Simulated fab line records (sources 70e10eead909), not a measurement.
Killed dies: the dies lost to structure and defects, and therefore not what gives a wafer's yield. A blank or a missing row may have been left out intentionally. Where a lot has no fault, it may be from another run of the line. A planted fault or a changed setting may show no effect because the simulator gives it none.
Which tool is to blame?    flow nand harc    39 wafers from 13 lots sampled at 5 of the route's 1159 steps

== WHAT EACH GAUGE READ, for each wafer ==
NHARC_END_SORT_01. Usual: killed at array 28, standard deviation 8.9; killed at other 0.8, standard deviation 1.2; killed at periphery 3.3, standard deviation 2.3; killed dies 32, standard deviation 9.4; killed open 3.2, standard deviation 1.8; killed short 1.9, standard deviation 1.4.
lot   measured      on         killed at array  killed at other  killed at periphery  killed dies  killed open  killed short  flag
L484  day 20 11:47  prober-02  111 26 20        0 1 0            4 7 8                115 34 28    2 1 4        2 1 2         

== WHICH TOOL RAN EACH LOT (tool, then ch and the chambers of the sampled wafers, then the start) ==
lot   NHARC_A_STAIRCASE_ETCH_313          NHARC_A_M1_DEP_33                NHARC_A_BONDPAD_CMP_29         NHARC_THIN_TSV_CMP_01
L483  rie diel-10 ch 0,1, day 12 01:22    pecvd-01 ch 0,1,2, day 18 03:26  cmp-02 ch 0,3, day 18 04:22    cmp-03 ch 0,2, day 18 21:11
L481  rie diel-05 ch 0,1,2, day 12 02:22  pecvd-04 ch 0,1,2, day 18 00:57  cmp-01 ch 0,2,3, day 18 01:54  cmp-02 ch 0,2,3, day 18 19:58
L482  rie diel-05 ch 0,1, day 12 05:32    pecvd-01 ch 0,1, day 18 04:19    cmp-02 ch 0,1,2, day 18 05:17  cmp-02 ch 0,1,2, day 19 01:02
L484  rie diel-05 ch 0,1, day 12 22:40    pecvd-03 ch 0,1,2, day 19 00:50  cmp-01 ch 1,2, day 19 01:47    cmp-04 ch 0,2, day 19 16:47
L489  rie diel-10 ch 0,2, day 14 04:47    pecvd-03 ch 0,1,2, day 20 06:51  cmp-02 ch 0,2,3, day 20 07:49  cmp-02 ch 1,2,3, day 20 23:27
L494  rie diel-10 ch 1,2,3, day 15 03:28  pecvd-01 ch 0,1,2, day 21 02:50  cmp-01 ch 1,2,3, day 21 03:49  cmp-03 ch 0,1,3, day 21 20:10
L493  rie diel-01 ch 0,1,2, day 15 03:39  pecvd-01 ch 0,1,2, day 21 07:35  cmp-01 ch 1,2, day 21 08:31    cmp-04 ch 2,3, day 21 21:23
L492  rie diel-10 ch 0,1, day 15 11:12    pecvd-04 ch 0,1, day 21 10:23    cmp-03 ch 0,1,2, day 21 11:20  cmp-02 ch 0,1,2, day 22 09:11
L497  rie diel-01 ch 0,2,3, day 16 07:38  pecvd-03 ch 0,1,2, day 22 19:07  cmp-01 ch 0,1,2, day 22 20:05  cmp-03 ch 1,2,3, day 23 11:14
L498  rie diel-10 ch 0,1,3, day 16 10:55  pecvd-04 ch 0,1, day 22 19:14    cmp-01 ch 0,1,2, day 22 20:22  cmp-04 ch 0,1,3, day 23 12:26
L501  rie diel-01 ch 1,3, day 16 23:31    pecvd-01 ch 0,1, day 23 04:59    cmp-02 ch 2,3, day 23 05:52    cmp-04 ch 2,3, day 23 20:54
L503  rie diel-05 ch 0,2,3, day 17 03:09  pecvd-01 ch 0,2, day 23 07:35    cmp-03 ch 1,2,3, day 23 08:35  cmp-02 ch 1,3, day 23 22:08
L502  rie diel-01 ch 1,2, day 17 06:56    pecvd-04 ch 0,1,2, day 24 00:56  cmp-01 ch 0,1,2, day 24 01:56  cmp-03 ch 0,3, day 24 16:39
- NHARC_A_STAIRCASE_ETCH_313: etches the open film in CF4/CHF3.
- NHARC_A_M1_DEP_33: deposits SiCN, target thk 30 nm.
- NHARC_A_BONDPAD_CMP_29: polishes SiCN, target thk 200 nm.
- NHARC_THIN_TSV_CMP_01: polishes.

== WHAT THE TOOLS THEMSELVES READ (means of the sampled wafers that have a number; where no wafer has one, the mark that the record gives instead) ==
NHARC_A_STAIRCASE_ETCH_313. Usual: drypump motor current A 5.5 A, standard deviation 0.39; oes product au 0.939 a.u., standard deviation 0.019; rf vpp V 370.6 V, standard deviation 2.7; showerhead plenum p Torr 1.58 Torr, standard deviation 0.075; throttle valve pct 16.803 %, standard deviation 0.0093.
lot   tool         drypump motor current A (A)  oes product au (a.u.)  rf vpp V (V)  showerhead plenum p Torr (Torr)  throttle valve pct (%)  flag
L483  rie diel-10  5.3                          0.929                  369.7         1.56                             16.799                  
L481  rie diel-05  5.8                          0.971                  370.0         1.54                             16.801                  
L482  rie diel-05  6.0                          0.951                  367.7         1.50                             16.802                  
L484  rie diel-05  6.0                          0.922                  368.7         1.53                             16.802                  
L489  rie diel-10  5.8                          0.931                  371.6         1.60                             16.809                  
L494  rie diel-10  5.6                          0.922                  373.3         1.66                             16.799                  
L493  rie diel-01  5.6                          0.951                  369.5         1.54                             16.796                  
L492  rie diel-10  5.3                          0.926                  370.5         1.55                             16.790                  
L497  rie diel-01  5.3                          0.930                  369.9         1.56                             16.812                  
L498  rie diel-10  5.3                          0.923                  371.0         1.60                             16.809                  
L501  rie diel-01  5.3                          0.927                  373.7         1.67                             16.801                  
L503  rie diel-05  5.5                          0.939                  371.6         1.60                             16.811                  
L502  rie diel-01  5.6                          0.931                  368.2         1.53                             16.815                  

NHARC_A_M1_DEP_33. Usual: heater power outer w 333 W, standard deviation 56; heater power w 601 W, standard deviation 55.
lot   tool      heater power outer w (W)  heater power w (W)  flag
L483  pecvd-01  359                       616                 
L481  pecvd-04  354                       619                 
L482  pecvd-01  350                       592                 
L484  pecvd-03  286                       542                 
L489  pecvd-03  291                       545                 
L494  pecvd-01  349                       619                 
L493  pecvd-01  289                       552                 
L492  pecvd-04  287                       568                 
L497  pecvd-03  290                       558                 
L498  pecvd-04  297                       583                 
L501  pecvd-01  370                       642                 
L503  pecvd-01  339                       621                 
L502  pecvd-04  356                       645                 

NHARC_A_BONDPAD_CMP_29. Usual: motor current A 12.0 A, standard deviation 1.1; retaining ring pressure frac 0.999, standard deviation 0.0049.
lot   tool    motor current A (A)  retaining ring pressure frac  flag
L483  cmp-02  12.2                 1.002                         
L481  cmp-01  12.0                 0.998                         
L482  cmp-02  12.2                 0.994                         
L484  cmp-01  10.8                 1.006                         
L489  cmp-02  12.5                 1.004                         
L494  cmp-01  11.2                 0.999                         
L493  cmp-01  10.6                 1.000                         
L492  cmp-03  13.1                 0.995                         
L497  cmp-01  12.2                 1.003                         
L498  cmp-01  12.2                 1.001                         
L501  cmp-02  11.7                 0.997                         
L503  cmp-03  13.0                 0.995                         
L502  cmp-01  12.2                 1.001                         

NHARC_THIN_TSV_CMP_01. Usual: motor current A 12.5 A, standard deviation 1; retaining ring pressure frac 1.001, standard deviation 0.0048.
lot   tool    motor current A (A)  retaining ring pressure frac  flag
L483  cmp-03  12.3                 1.006                         
L481  cmp-02  12.2                 0.998                         
L482  cmp-02  12.1                 0.996                         
L484  cmp-04  11.7                 1.000                         
L489  cmp-02  12.5                 1.000                         
L494  cmp-03  13.0                 1.000                         
L493  cmp-04  12.7                 1.000                         
L492  cmp-02  11.9                 0.999                         
L497  cmp-03  13.4                 0.999                         
L498  cmp-04  12.5                 1.004                         
L501  cmp-04  12.8                 1.004                         
L503  cmp-02  13.2                 1.005                         
L502  cmp-03  12.3                 0.998                         

== THE ANSWER, worked out from the rows above alone ==
Rule: a lot is off if the mean of its wafers that have a number lies more than 3 standard deviations from the usual mean. Also off: a lot with no number at a reading for which 4 or more lots have one. Any other lot the step has rows for is counted as sound. After the gauges, taken in route order, come the tools' own readings; for these a lot's mean is taken, as printed above. At the first step where some lot is off, the reading lying furthest off is the one used; lots without a number count as furthest.
Nothing can be told from this: no lot is off at any reading shown.

== WHAT THE SIMULATOR HAD PUT IN ==
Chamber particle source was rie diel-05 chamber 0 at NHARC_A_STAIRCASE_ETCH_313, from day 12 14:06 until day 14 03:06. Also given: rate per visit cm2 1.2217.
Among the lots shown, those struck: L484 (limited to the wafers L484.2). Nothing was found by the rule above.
